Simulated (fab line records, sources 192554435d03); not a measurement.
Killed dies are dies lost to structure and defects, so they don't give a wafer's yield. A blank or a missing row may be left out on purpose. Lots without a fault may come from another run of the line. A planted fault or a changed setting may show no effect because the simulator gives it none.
Split-lot experiment | flow n5_finfet | 7 lots, 39 wafers read, on a route of 1938 steps

THE SPLIT
At N5_PASSIVATION_ETCH_15 (etches SiCN in CF4/N2, target depth 75 nm, time 81.2 s), the setting target_depth_a was moved away from the recipe's 750 angstrom on 9 of the 39 wafers read, by -24.1% to +50.1%. The other wafers ran this setting at the recipe's value.

The reading is taken at the split's own step.

THE READING
etch.depth_nm (the simulator's own value, which no gauge read), in nm, at N5_PASSIVATION_ETCH_15 (etches SiCN in CF4/N2, target depth 75 nm, time 81.2 s). The file gives no usual value for it. The 30 wafers here that ran the recipe average 63.68 nm, standard deviation 1.5 nm.

wafer  | tool, chamber at the split | target_depth_a as run, angstrom | against the recipe | etch.depth_nm, nm | against lot-mates on the recipe
L075.3 | rie_diel-04, 3             | 750                             | recipe             | 62.36             | -
L075.4 | rie_diel-04, 0             | 750                             | recipe             | 63.1              | -
L075.5 | rie_diel-04, 2             | 750                             | recipe             | 65.77             | -
L078.1 | rie_diel-04, 2             | 750                             | recipe             | 65.23             | -
L078.2 | rie_diel-04, 1             | 750                             | recipe             | 64.94             | -
L078.3 | rie_diel-04, 3             | 750                             | recipe             | 60.89             | -
L078.4 | rie_diel-04, 0             | 750                             | recipe             | 62.75             | -
L078.5 | rie_diel-04, 0             | 750                             | recipe             | 61.94             | -
L078.6 | rie_diel-04, 3             | 750                             | recipe             | 61.37             | -
L074.1 | rie_diel-04, 2             | 569                             | -24.1%             | 49.25             | -14.16
L074.2 | rie_diel-04, 0             | 750                             | recipe             | 61.96             | -
L074.3 | rie_diel-04, 1             | 750                             | recipe             | 65.96             | -
L074.4 | rie_diel-04, 1             | 569                             | -24.1%             | 49.94             | -13.47
L074.5 | rie_diel-04, 2             | 569                             | -24.1%             | 49.34             | -14.07
L074.6 | rie_diel-04, 0             | 750                             | recipe             | 62.31             | -
L080.1 | rie_diel-01, 1             | 750                             | recipe             | 63.66             | -
L080.2 | rie_diel-01, 0             | 750                             | recipe             | 61.84             | -
L080.3 | rie_diel-01, 2             | 750                             | recipe             | 64.67             | -
L080.4 | rie_diel-01, 3             | 750                             | recipe             | 64.46             | -
L080.5 | rie_diel-01, 3             | 750                             | recipe             | 64.54             | -
L080.6 | rie_diel-01, 0             | 750                             | recipe             | 62.3              | -
L085.1 | rie_diel-04, 3             | 1082                            | +44.3%             | 93.24             | +28.95
L085.2 | rie_diel-04, 0             | 1082                            | +44.3%             | 89.49             | +25.20
L085.3 | rie_diel-04, 2             | 750                             | recipe             | 64.77             | -
L085.4 | rie_diel-04, 1             | 750                             | recipe             | 65.3              | -
L085.5 | rie_diel-04, 1             | 1082                            | +44.3%             | 94.76             | +30.47
L085.6 | rie_diel-04, 0             | 750                             | recipe             | 62.8              | -
L092.1 | rie_diel-04, 1             | 1126                            | +50.1%             | 97.69             | +33.84
L092.2 | rie_diel-04, 3             | 1126                            | +50.1%             | 96.77             | +32.92
L092.3 | rie_diel-04, 0             | 750                             | recipe             | 62.21             | -
L092.4 | rie_diel-04, 2             | 750                             | recipe             | 64.89             | -
L092.5 | rie_diel-04, 2             | 1126                            | +50.1%             | 97.23             | +33.38
L092.6 | rie_diel-04, 3             | 750                             | recipe             | 64.45             | -
L093.1 | rie_diel-05, 1             | 750                             | recipe             | 64.13             | -
L093.2 | rie_diel-05, 0             | 750                             | recipe             | 62.06             | -
L093.3 | rie_diel-05, 3             | 750                             | recipe             | 65.19             | -
L093.4 | rie_diel-05, 2             | 750                             | recipe             | 64.46             | -
L093.5 | rie_diel-05, 2             | 750                             | recipe             | 64.56             | -
L093.6 | rie_diel-05, 3             | 750                             | recipe             | 65.57             | -

THE FIT
A straight line over all 39 wafers: etch.depth_nm changes by +0.65 nm for each +1% of target_depth_a; r = +0.99; the points scatter about the line by 1.5 nm.
The same after taking each lot's own level away (the mean of its wafers on the recipe; 39 wafers): +0.642 nm for each +1%; r = +0.99; scatter 1.5 nm.
On that fit, the largest move of target_depth_a shifts the reading by 32 nm.
The lots' own levels span 62.853 to 64.328 nm, that is 1.0 times the standard deviation above.
So the lot-to-lot level changes the slope little: the two slopes agree.
Check: with one of the wafers moved furthest among these (+50.1%) left out of the fit, the line predicts +32.1 nm for it against its lot-mates. It came out at +33.8 nm against them.

THE FILE'S OWN FIT
etch.depth_nm changes by +0.644 nm for each +1% of target_depth_a, r = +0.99.
